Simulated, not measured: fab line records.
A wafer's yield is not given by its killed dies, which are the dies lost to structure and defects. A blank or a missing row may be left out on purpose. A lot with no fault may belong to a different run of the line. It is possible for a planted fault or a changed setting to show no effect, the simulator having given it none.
fab line records + flow nand-harc
[record]
- lots = 5
- wafers = 15
- last-day = 33
route steps=1302 shown P_ZERO_WELL@44 END@1302
lots with no fault: from the same line, run without faults
start-h: the number of hours between the record's first day and the start of the first shown wafer of the lot + wait-h: how many hours have passed since the lot's step before this one + " as in the row above + L1.1+2: a row that stands for several wafers + - either no value or no given start + * or withheld: withheld + < > ~ a bound
route shown NAME@n: names a module that has steps shown in the file, with the first one's number in the route + usual: average and standard deviation across the fault-free wafers + same: alike in all rows + chamber/n: place in a boat + sites: per-site readings + _std_site: their standard deviation + _edge_site: mean of outer sites minus mean of inner sites + radius-mm: how far each site lies from the wafer's centre + mask NAME#n: copy n + behind: tool/chamber where the wafer was last shaped + hold: why the lot was held/for how many hours/how that ended + device: the transistor (n, p or np) that didn't switch + end of line: at the end of the route, the tests of the same wafers + step lacking rows: just its recipe + killed: count of dies lost to structure and defects at first sort (not the wafer's yield) + map: shows each die of a wafer: x if killed, . if not, _ if none is there
set.NAME: the setting the step ran with; set.NAME@STEP: the setting that earlier step ran with + model.NAME: the simulator's own value behind a step, which no gauge read
lots at some steps of the route; a table a step, a row a wafer
services: from which hour (start-h, from the record's first day; less than 0 if before it) a tool's chamber was out of use, for how many hours, and why
[[steps]]
[step NHARC_P_ZERO_WELL_CD_MEAS_37]
[recipe]
- target-cd-nm = 720
- landing-energy-ev = 500
[usual]
- cd-nm = 720.1/1.2
| lot.wafer | tool      | chamber | start-h | wait-h | cd-nm |
|-----------|-----------|---------|---------|--------|-------|
| L291.2    | cd-sem-01 | 0       | 44.39   | -      | 719.1 |
| L291.3    | "         | 0       | "       | "      | 719.6 |
| L291.6    | "         | 0       | "       | "      | 720.4 |
| L303.2    | cd-sem-03 | 0       | 164.30  | -      | 720.2 |
| L303.3    | "         | 0       | "       | "      | 720.2 |
| L303.6    | "         | 0       | "       | "      | 720.1 |
| L305.2    | cd-sem-01 | 0       | 184.31  | -      | 720.8 |
| L305.3    | "         | 0       | "       | "      | 719.2 |
| L305.5    | "         | 0       | "       | "      | 721.3 |
| L311.1    | cd-sem-02 | 0       | 244.12  | -      | 723.4 |
| L311.3    | "         | 0       | "       | "      | 722.4 |
| L311.5    | "         | 0       | "       | "      | 721.7 |
| L312.1    | cd-sem-02 | 0       | 254.15  | -      | 720.7 |
| L312.3    | "         | 0       | "       | "      | 719.4 |
| L312.5    | "         | 0       | "       | "      | 720.5 |
[step NHARC_P_ZERO_WELL_HARDBAKE_38]
[recipe]
- temp-c = 125
- time-s = 80
[step NHARC_P_ZERO_WELL_DESCUM_39]
[recipe]
- time-s = 3
- o2-flow-sccm = 200
- ar-flow-sccm = 0
- bias-power-w = 0
- chemistry = O2
[usual]
- drypump-motor-current-A = 5.5/0.33
- mfc-ar-sccm = 0.012/0.012
- o2-flow-sccm = 200.0/0.56
- oes-product-au = 0.998/0.0098
- rf-vpp-V = 57.7/0.9
- showerhead-plenum-p-Torr = 1.93/0.079
- throttle-valve-pct = 11.312/0.009
| lot.wafer | tool        | chamber | start-h | wait-h | drypump-motor-current-A | mfc-ar-sccm | o2-flow-sccm | oes-product-au | rf-hours-counter-h | rf-vpp-V | showerhead-plenum-p-Torr | throttle-valve-pct |
|-----------|-------------|---------|---------|--------|-------------------------|-------------|--------------|----------------|--------------------|----------|--------------------------|--------------------|
| L291.2    | rie-diel-04 | 0       | 44.56   | -      | 5.4                     | 0           | 200.2        | 0.989          | 16                 | 57.5     | 1.91                     | 11.297             |
| L291.3    | "           | 2       | "       | "      | 5.4                     | 0.007       | 201.0        | 0.987          | 14                 | 57.7     | 1.98                     | 11.311             |
| L291.6    | "           | 0       | "       | "      | 5.4                     | 0           | 200.4        | 0.991          | -                  | 58.3     | 1.91                     | 11.310             |
| L303.2    | rie-diel-04 | 0       | 164.47  | -      | 5.4                     | 0           | 200.1        | 0.992          | 56                 | 58.1     | 1.90                     | 11.309             |
| L303.3    | "           | 1       | "       | "      | 5.8                     | 0.006       | 200.0        | 0.986          | 54                 | 58.4     | 1.98                     | 11.313             |
| L303.6    | "           | 2       | "       | "      | 5.4                     | 0.007       | 199.6        | 0.996          | -                  | 57.8     | 1.97                     | 11.313             |
| L305.2    | rie-diel-09 | 2       | 184.46  | -      | 5.5                     | 0.035       | 200.3        | 1.004          | 9                  | 57.6     | 1.87                     | 11.306             |
| L305.3    | "           | 1       | "       | "      | 5.4                     | 0.011       | 199.0        | 1.008          | 9                  | 58.3     | 2.02                     | 11.311             |
| L305.5    | "           | 3       | "       | "      | 5.3                     | 0.018       | 199.9        | 1.000          | -                  | 58.5     | 2.02                     | 11.314             |
| L311.3    | rie-diel-04 | 2       | 244.28  | -      | 5.4                     | 0.007       | 200.7        | 0.987          | 19                 | 58.1     | 1.96                     | 11.306             |
| L311.1    | "           | 0       | "       | "      | 5.4                     | 0           | 199.2        | 0.994          | 15                 | 55.8     | 1.89                     | 11.316             |
| L311.5    | "           | 2       | "       | "      | 5.4                     | 0.007       | 199.9        | 0.979          | -                  | 57.4     | 1.96                     | 11.314             |
| L312.1    | rie-diel-09 | 1       | 254.34  | -      | 5.4                     | 0.011       | 199.9        | 1.000          | 32                 | 58.8     | 2.01                     | 11.301             |
| L312.3    | "           | 2       | "       | "      | 5.5                     | 0.035       | 199.3        | 1.023          | 32                 | 57.7     | 1.86                     | 11.322             |
| L312.5    | "           | 3       | "       | "      | 5.3                     | 0.018       | 200.5        | 1.007          | -                  | 57.6     | 2.01                     | 11.300             |
[step NHARC_P_ZERO_WELL_IMPLANT_40]
[recipe]
- energy-kev = 300
- dose-cm2 = 1e+13
- tilt-deg = 7
[step NHARC_P_ZERO_WELL_IMPLANT_59]
[recipe]
- energy-kev = 120
- dose-cm2 = 5e+12
- tilt-deg = 7
[step NHARC_P_ZERO_WELL_IMPLANT_60]
[recipe]
- energy-kev = 30
- dose-cm2 = 2e+12
- tilt-deg = 7
[step NHARC_P_ZERO_WELL_STRIP_41]
[recipe]
- time-s = 840
- temp-c = 130
- chemistry = SPM
[step NHARC_P_ZERO_WELL_DEHYDRATE_44]
[recipe]
- temp-c = 150
- time-s = 120
[step NHARC_P_ZERO_WELL_HMDS_45]
[recipe]
- time-s = 30
[step NHARC_P_ZERO_WELL_COAT_46]
[recipe]
- spin-rpm = withheld
[step NHARC_P_ZERO_WELL_SOFTBAKE_47]
[recipe]
- temp-c = 122
- time-s = 95
[step NHARC_P_ZERO_WELL_EBR_48]
[step NHARC_P_ZERO_WELL_EXPOSE_49]
[recipe]
- na = 0.6
- target-cd-nm = 2000
- dose-mj = 22.64
- mask-id = P_HVPW
[usual]
- exposure-dose-mJ-cm2 = 22.645/0.022
| lot.wafer | tool           | chamber | start-h | wait-h | mask        | exposure-dose-mJ-cm2 |
|-----------|----------------|---------|---------|--------|-------------|----------------------|
| L291.2    | krf-scanner-04 | 0       | 45.87   | -      | P_HVPW_R1#0 | 22.654               |
| L291.3    | "              | 0       | "       | "      | P_HVPW_R1#0 | 22.654               |
| L291.6    | "              | 0       | "       | "      | P_HVPW_R1#0 | 22.625               |
| L303.2    | krf-scanner-02 | 0       | 165.83  | -      | P_HVPW#0    | 22.657               |
| L303.3    | "              | 0       | "       | "      | P_HVPW#0    | 22.651               |
| L303.6    | "              | 0       | "       | "      | P_HVPW#0    | 22.690               |
| L305.2    | krf-scanner-02 | 0       | 185.67  | -      | P_HVPW#0    | 22.640               |
| L305.3    | "              | 0       | "       | "      | P_HVPW#0    | 22.616               |
| L305.5    | "              | 0       | "       | "      | P_HVPW#0    | 22.649               |
| L311.1    | krf-scanner-04 | 0       | 245.48  | -      | P_HVPW#0    | 22.623               |
| L311.3    | "              | 0       | "       | "      | P_HVPW#0    | 22.643               |
| L311.5    | "              | 0       | "       | "      | P_HVPW#0    | 22.603               |
| L312.1    | krf-scanner-02 | 0       | 255.63  | -      | P_HVPW#0    | 22.627               |
| L312.3    | "              | 0       | "       | "      | P_HVPW#0    | 22.628               |
| L312.5    | "              | 0       | "       | "      | P_HVPW#0    | 22.642               |
[step NHARC_P_ZERO_WELL_PEB_50]
[recipe]
- peb-temp-c = 118
- peb-time-s = 85
[step NHARC_P_ZERO_WELL_DEVELOP_51]
[recipe]
- time-s = 70
[step NHARC_P_ZERO_WELL_CD_MEAS_52]
[recipe]
- target-cd-nm = 2000
- landing-energy-ev = 500
[usual]
- cd-nm = 1999.7/1.2
| lot.wafer | tool      | chamber | start-h | wait-h | cd-nm  |
|-----------|-----------|---------|---------|--------|--------|
| L291.2    | cd-sem-03 | 0       | 46.02   | -      | 1526.6 |
| L291.3    | "         | 0       | "       | "      | 1524.1 |
| L291.6    | "         | 0       | "       | "      | 1523.8 |
| L303.2    | cd-sem-02 | 0       | 165.98  | -      | 1998.2 |
| L303.3    | "         | 0       | "       | "      | 2000.3 |
| L303.6    | "         | 0       | "       | "      | 1997.9 |
| L305.2    | cd-sem-02 | 0       | 185.82  | -      | 1998.8 |
| L305.3    | "         | 0       | "       | "      | 1999.5 |
| L305.5    | "         | 0       | "       | "      | 1998.5 |
| L311.1    | cd-sem-02 | 0       | 245.64  | -      | 1998.3 |
| L311.3    | "         | 0       | "       | "      | 1998.3 |
| L311.5    | "         | 0       | "       | "      | 2000.6 |
| L312.1    | cd-sem-02 | 0       | 255.79  | -      | 1998.9 |
| L312.3    | "         | 0       | "       | "      | 1999.6 |
| L312.5    | "         | 0       | "       | "      | 2000.2 |
[step NHARC_P_ZERO_WELL_HARDBAKE_53]
[recipe]
- temp-c = 125
- time-s = 80
[step NHARC_P_ZERO_WELL_DESCUM_54]
[recipe]
- time-s = 3
- o2-flow-sccm = 200
- ar-flow-sccm = 0
- bias-power-w = 0
- chemistry = O2
[usual]
- drypump-motor-current-A = 5.7/0.41
- mfc-ar-sccm = 0.011/0.011
- o2-flow-sccm = 200.0/0.61
- oes-product-au = 0.998/0.0086
- rf-vpp-V = 57.6/0.78
- showerhead-plenum-p-Torr = 1.91/0.084
- throttle-valve-pct = 11.311/0.009
| lot.wafer | tool        | chamber | start-h | wait-h | drypump-motor-current-A | mfc-ar-sccm | o2-flow-sccm | oes-product-au | rf-hours-counter-h | rf-vpp-V | showerhead-plenum-p-Torr | throttle-valve-pct | model.P_ZERO_WELL.cd-nm |
|-----------|-------------|---------|---------|--------|-------------------------|-------------|--------------|----------------|--------------------|----------|--------------------------|--------------------|-------------------------|
| L291.2    | rie-diel-09 | 3       | 46.18   | -      | 5.3                     | 0.018       | 200.1        | 1.006          | 20                 | 57.8     | 2.03                     | 11.311             | 1526                    |
| L291.3    | "           | 2       | "       | "      | 5.6                     | 0.035       | 200.3        | 1.002          | 22                 | 58.1     | 1.88                     | 11.305             | 1524                    |
| L291.6    | "           | 3       | "       | "      | 5.3                     | 0.018       | 199.7        | 1.004          | -                  | 58.3     | 2.03                     | 11.313             | 1523                    |
| L303.2    | rie-diel-09 | 2       | 166.15  | -      | 5.6                     | 0.035       | 200.1        | 1.011          | 4                  | 56.7     | 1.87                     | 11.306             | 1998                    |
| L303.3    | "           | 0       | "       | "      | 5.2                     | 0           | 201.1        | 0.999          | 4                  | 57.2     | 1.91                     | 11.313             | 2000                    |
| L303.6    | "           | 2       | "       | "      | 5.6                     | 0.035       | 200.1        | 0.999          | -                  | 57.7     | 1.87                     | 11.313             | 1998                    |
| L305.3    | rie-diel-01 | 2       | 186.00  | -      | 5.5                     | 0           | 200.3        | 1.007          | 55                 | 57.4     | 1.98                     | 11.318             | 1999                    |
| L305.2    | "           | 3       | "       | "      | 6.5                     | 0.016       | 200.2        | 1.008          | 50                 | 57.5     | 1.83                     | 11.321             | 1999                    |
| L305.5    | "           | 1       | "       | "      | 5.2                     | 0.017       | 199.4        | 1.018          | -                  | 57.1     | 1.81                     | 11.310             | 1999                    |
| L311.1    | rie-diel-09 | 2       | 245.82  | -      | 5.5                     | 0.035       | 200.7        | 1.004          | 30                 | 57.9     | 1.86                     | 11.295             | 1998                    |
| L311.3    | "           | 3       | "       | "      | 5.3                     | 0.018       | 200.0        | 1.004          | 29                 | 57.2     | 2.01                     | 11.303             | 1998                    |
| L311.5    | "           | 0       | "       | "      | 5.2                     | 0           | 200.2        | 0.986          | -                  | 57.1     | 1.90                     | 11.301             | 2001                    |
| L312.1    | rie-diel-04 | 2       | 255.95  | -      | 5.4                     | 0.007       | 199.7        | 0.991          | 23                 | 58.4     | 1.96                     | 11.314             | 1998                    |
| L312.3    | "           | 3       | "       | "      | 6.3                     | 0.025       | 199.6        | 0.991          | 21                 | 57.5     | 1.77                     | 11.318             | 2000                    |
| L312.5    | "           | 2       | "       | "      | 5.4                     | 0.007       | 198.7        | 1.000          | -                  | 58.0     | 1.96                     | 11.311             | 2000                    |
[step NHARC_P_ZERO_WELL_IMPLANT_55]
[recipe]
- energy-kev = 180
- dose-cm2 = 8e+11
- tilt-deg = 7
[step NHARC_END_SORT_01]
[recipe]
- temp-c = 25
[usual]
- killed-at-array = 56/20
- killed-at-other = 1/1.3
- killed-at-periphery = 3.5/2.7
- killed-dies = 60/20
- killed-open = 3.3/1.6
- killed-short = 2.4/1.5
[same]
- gross-dies = 677
| lot.wafer | tool      | chamber | start-h | wait-h | killed-at-array | killed-at-other | killed-at-periphery | killed-dies | killed-open | killed-short |
|-----------|-----------|---------|---------|--------|-----------------|-----------------|---------------------|-------------|-------------|--------------|
| L291.2    | prober-02 | 0       | 580.87  | 2.8    | 72              | 0               | 588                 | 660         | 0           | 0            |
| L291.3    | prober-02 | 0       | 581.67  | 3.1    | 68              | 1               | 588                 | 657         | 3           | 3            |
| L291.6    | prober-02 | 0       | 584.07  | 4.0    | 88              | 1               | 576                 | 665         | 3           | 1            |
| L303.6    | prober-01 | 0       | 714.95  | 3.9    | 85              | 1               | 6                   | 92          | 3           | 0            |
| L305.2    | prober-02 | 0       | 722.75  | 2.8    | 89              | 1               | 2                   | 92          | 4           | 1            |
| L305.3    | prober-02 | 0       | 723.55  | 3.1    | 97              | 0               | 2                   | 99          | 6           | 1            |
| L305.5    | prober-02 | 0       | 725.14  | 3.7    | 96              | 0               | 0                   | 96          | 1           | 2            |
// killed by level:class
L291.2 P_ZERO_WELL:area-expose=583 A_SLIT:chamber-film-flake=32 A_CHANNEL_HOLE_D2:chamber-film-flake=20 A_CHANNEL_HOLE_D1:chamber-film-flake=6 A_STAIRCASE:chamber-film-flake=4 P_GATE:chamber-film-flake=3 A_SGD_CUT:chamber-film-flake=3 A_CONTACT:chamber-film-flake=3
L291.3 P_ZERO_WELL:area-expose=580 A_SLIT:chamber-film-flake=32 A_CHANNEL_HOLE_D2:chamber-film-flake=19 P_GATE:chamber-film-flake=5 A_CHANNEL_HOLE_D1:chamber-film-flake=5 A_STAIRCASE:chamber-film-flake=3 A_M0:geometric-particle:open=2 A_SGD_CUT:chamber-film-flake=2
L291.6 P_ZERO_WELL:area-expose=564 A_CHANNEL_HOLE_D2:chamber-film-flake=36 A_SLIT:chamber-film-flake=26 A_SGD_CUT:chamber-film-flake=9 A_CHANNEL_HOLE_D1:chamber-film-flake=6 P_STI:chamber-film-flake=5 A_STAIRCASE:chamber-film-flake=5 P_GATE:chamber-film-flake=3
L303.6 A_SLIT:chamber-film-flake=37 A_CHANNEL_HOLE_D1:chamber-film-flake=15 A_CHANNEL_HOLE_D2:chamber-film-flake=14 A_STAIRCASE:chamber-film-flake=11 A_CONTACT:chamber-film-flake=5 P_STI:chamber-film-flake=3 A_ONON_D1:geometric-particle:open=2 P_ZERO_WELL:chamber-film-flake=2
L305.2 A_SLIT:chamber-film-flake=35 A_CHANNEL_HOLE_D2:chamber-film-flake=21 A_CHANNEL_HOLE_D1:chamber-film-flake=17 A_CONTACT:chamber-film-flake=8 A_WL_FILL:chamber-film-flake=3 A_CHANNEL_FILL_D2:geometric-particle:open=2 P_M0:geometric-particle:open=1 A_CHANNEL_FILL_D2:geometric-particle:short=1
L305.3 A_SLIT:chamber-film-flake=38 A_CHANNEL_HOLE_D2:chamber-film-flake=23 A_CHANNEL_HOLE_D1:chamber-film-flake=19 A_CONTACT:chamber-film-flake=7 A_STAIRCASE:chamber-film-flake=3 P_M0:geometric-particle:open=1 A_ONON_D1:geometric-particle:short=1 A_DECK1_JOINT:geometric-particle:open=1
L305.5 A_CHANNEL_HOLE_D1:chamber-film-flake=36 A_SLIT:chamber-film-flake=28 A_CHANNEL_HOLE_D2:chamber-film-flake=12 A_CONTACT:chamber-film-flake=8 A_STAIRCASE:chamber-film-flake=5 A_WL_FILL:chamber-film-flake=3 A_ONON_D1:geometric-particle:short=2 A_WL_FILL:geometric-particle:open=1
// map L291.6 (x killed, . not)
____________x____________
_________xxxxxxx_________
_______xxxxxxxxxxx_______
______xxxxxxxxxxxxx______
_____xxxxxxxxxxxxxxx_____
____xxxxxxxxxxxxxxxxx____
____xxxxxxxxxxxxxxxxx____
___xxxxxx.xxxxxxxxxxxx___
___xxxxxxxxxxxxxxxxxxx___
__xxxxxxxxxxx.xxxxxxxxx__
__xxxxxxxxxxxxxxxxxxxxx__
_xxxxxxxxxxxxxxxxxxxxxxx_
_xxxxxxxxxxxxxxxxxxxxxxx_
_xxxxxxxxxxxxxxxxxxxxxxx_
_xxxxxxxxxxxxxxxxxxxxxxx_
_xxxxxxxxxxx.x.xxxxxxxxx_
xxxxxxxx.xxxxxxxxxxxxxxxx
xxxxxxxxxxxxxxxxxxxxxxxxx
xxxxxxxxxxx.xx.xxxxxxxxxx
xxxxxxxxxxxxxxxxxxxxxxxxx
xxxxxxxxxx.xxxxxxxxxxxxxx
_xxxxxxxxxx.xxxxxxxxxxxx_
_xxxxxxxxxx.xxxxxxxxxxxx_
_xxxxxxxxxxxxxxxxxxxxxxx_
_xxxxxxxxxxxx.xxxxxxxxxx_
_xxxxxxxxxxxxxxxxxxxxxxx_
__xxxxxxxxxxxxx.xxxxxxx__
__xxxxxxxxxxxxxxxxxxxxx__
___xxxxxxxxxxxxxxxxxxx___
___xxxxxxxxxxxxxxxxxxx___
____xxxxxxxxxxxxxxxxx____
____xxxxxxxxxxxxxxxxx____
_____xxxxxxxxxxxxxxx_____
______xxxxxxxxxxxxx______
_______xxxxxxxxxxx_______
_________xxxxxxx_________
____________x____________
// map L311.3 (x killed, . not)
____________.____________
_________......._________
_______..........._______
______.............______
_____.x............._____
____.................____
____......x..........____
___.........x...x.....___
___...................___
__.............x.......__
__.......xx............__
_x.....................x_
_......................._
_.................x....._
_...........x........xx._
_.x...............x...x._
x........................
..........x......x.......
.........................
....................x....
.........................
_.................x....._
_........x.......x....x._
_................x.x...._
_..............xxxx....._
_...x..........x...x...._
__...............x.xx..__
__..............xxxx...__
___.....x...x...xxxxx.___
___...........xx.xx..x___
____...........xx....____
____..........xxxx...____
_____..............._____
______.............______
_______..........._______
_________......._________
____________.____________
[[services]]
| tool           | chamber | start-h | hours | kind   |
|----------------|---------|---------|-------|--------|
| rie-diel-09    | 0       | 24.26   | -     | clean  |
| rie-diel-09    | 1       | 24.26   | -     | clean  |
| rie-diel-09    | 2       | 24.26   | -     | clean  |
| rie-diel-09    | 3       | 24.26   | -     | clean  |
| rie-diel-01    | -       | 26.80   | 9.0   | pm     |
| rie-diel-09    | 3       | 28.56   | 5.8   | repair |
| krf-scanner-04 | -       | 40.47   | 0.2   | repair |
| krf-scanner-02 | -       | 40.80   | 0.5   | repair |
| krf-scanner-04 | -       | 90.34   | 0.5   | repair |
| krf-scanner-02 | -       | 94.00   | 4.0   | pm     |
| rie-diel-09    | 0       | 104.88  | 7.9   | repair |
| rie-diel-04    | -       | 122.24  | 0.3   | repair |
| rie-diel-09    | 0       | 122.34  | 22.7  | repair |
| rie-diel-09    | -       | 143.18  | 9.0   | pm     |
| rie-diel-04    | 3       | 161.32  | 4.8   | repair |
| rie-diel-04    | -       | 177.97  | 9.0   | pm     |
| krf-scanner-04 | -       | 182.00  | 4.0   | pm     |
| rie-diel-01    | -       | 203.80  | 9.0   | pm     |
| rie-diel-09    | -       | 229.21  | 0.4   | repair |
| rie-diel-01    | -       | 241.30  | 0.4   | repair |
| krf-scanner-04 | -       | 241.59  | 0.2   | repair |
| krf-scanner-04 | -       | 244.75  | 0.4   | repair |
| rie-diel-04    | -       | 248.66  | 0.2   | repair |
| rie-diel-01    | 2       | 252.71  | 5.5   | repair |
[[key]]
[first-sign]
- step = NHARC_P_ZERO_WELL_EXPOSE_49
- reading = mask
- direction = changed
[effect]
- step = NHARC_P_ZERO_WELL_CD_MEAS_52
- reading = cd-nm
- direction = down
- sigmas = 99+
- usual = 1999.7
- struck = 1524.8
[effect]
- step = NHARC_END_SORT_01
- reading = killed-at-periphery
- direction = up
- sigmas = 99+
- usual = 3.5
- struck = 584
[model-effect]
- step = NHARC_P_ZERO_WELL_DESCUM_54
- value = P_ZERO_WELL.cd-nm
- without = 1999
- struck = 1524
[more-kills-born-at]
- NHARC_P_ZERO_WELL_EXPOSE_49@krf-scanner-04 = 1727
met-at NHARC_P_ZERO_WELL_EXPOSE_49
struck-wafers L291.2,L291.3,L291.6
later-rows-left-out L291.2,L291.3,L291.6
tester-left-out L291
[fault]
- kind = wrong-mask
- tool = any
- chamber = -
- onset-h = 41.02
- steps = NHARC_P_ZERO_WELL_EXPOSE_49
- aux-copy = P_HVPW_R1#0
- cd-offset-nm = -474.38
- scope = struck-lots-only
// tester-left-out: of these lots the tester's yield and bins aren't shown, on N5 and GAA mostly nor the transistor test; their killed dies are dies lost to structure and defects alone, not to doping, threshold or leakage, so they don't give the yield
// later-rows-left-out: the simulator's readings of these wafers behind a module that went badly wrong aren't trusted and aren't shown, but for the sort
